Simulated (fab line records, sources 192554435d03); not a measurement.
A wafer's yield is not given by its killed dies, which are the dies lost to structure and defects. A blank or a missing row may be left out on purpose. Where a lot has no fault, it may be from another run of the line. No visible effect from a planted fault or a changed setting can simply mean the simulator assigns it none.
A lot that was struck, set against a sound lot -- flow n5_finfet -- 13 steps out of a route of 1938
Sound: the wafers L669.1, L669.3, L669.5. Wafers struck: L683.1, L683.3, L683.4. At the end, the cause is stated.
Per side, at each step with rows, come the tool, then ch with its chambers, and then its first start. Under that, the readings that differ: sound wafers -- struck wafers -- difference of the means -- sigmas: that difference in standard deviations of wafers without a fault.
alike: readings with means less than 2 such deviations apart, plus words and numbers identical on both sides. not compared: withheld readings, readings lacking a value on some wafer, bounds such as >300 that could conceal the same value, and numbers that have no deviation in the record and whose values overlap.
The two part at a step that has a row with sigmas, a row that says differs or no value, or rows on one side only. Non-overlapping numbers with no deviation appear without sigmas and do not part them. A reading missing from all wafers of one side parts the sides only when that side holds two or more wafers.

first, 11 steps without rows for these wafers: N5_BEOL_M9_DESCUM_33 (chemistry O2, time 7 s); N5_BEOL_M9_ETCH_76 (etches underlayer in N2/H2, target depth 6.5 nm, time 5.2 s); N5_BEOL_M9_ETCH_65 (etches SiARC in CF4, target depth 15.6 nm, time 26 s); N5_BEOL_M9_ETCH_66 (etches SOC in N2/H2, target depth 80 nm, overetch 16 nm, time 120 s); N5_BEOL_M9_STRIP_69 (strips in N2/H2); N5_BEOL_M9_STRIP_77 (strips in N2/H2); N5_BEOL_M9_VIA_ETCH_34 (etches SiCOH lowk in C4F6/O2, target depth 182.4 nm, time 68.4 s); N5_BEOL_M9_STRIP_73 (strips in C4F6/O2); N5_BEOL_M9_STRIP_36 (strips in N2/H2); N5_BEOL_M9_TRENCH_ETCH_37 (etches SiCOH lowk in C4F6/O2, target depth 151.43 nm, time 49 s); N5_BEOL_M9_ETCH_41 (etches SiCN in CH3F/O2, target depth 36.6 nm, time 70.1 s).
N5_BEOL_M9_STRIP_80: strips in N2/H2, time 10 s.
  sound on rie_diel-06 ch 0,1,3, day 11 12:43; struck on rie_diel-06 ch 0,1, day 15 10:43
  no value came back on the struck wafers for any of 7 readings (bias_power_w (W), chamber_pressure_mTorr (mTorr) and others); on the sound wafers bias_power_w (W) reads 6.978 6.934 6.990
  not compared: rf_hours_counter_h
-- here the record skips 3 days between the struck wafers' starts before and after, leaving off in module BEOL_M9 and picking up in module PASSIVATION (first step shown: number 1936 of the route) --
N5_PASSIVATION_PROBE_49:
  record: rows for the struck wafers here (prober-01, day 18 09:22), none for the sound ones

WHERE THEY PART
Last at N5_PASSIVATION_PROBE_49 as far as this record goes, first at N5_BEOL_M9_STRIP_80.

WHY: whatever the simulator had introduced
Step skipped in full: rie_diel-06, at N5_BEOL_M9_STRIP_80, from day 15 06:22 onward. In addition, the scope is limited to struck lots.
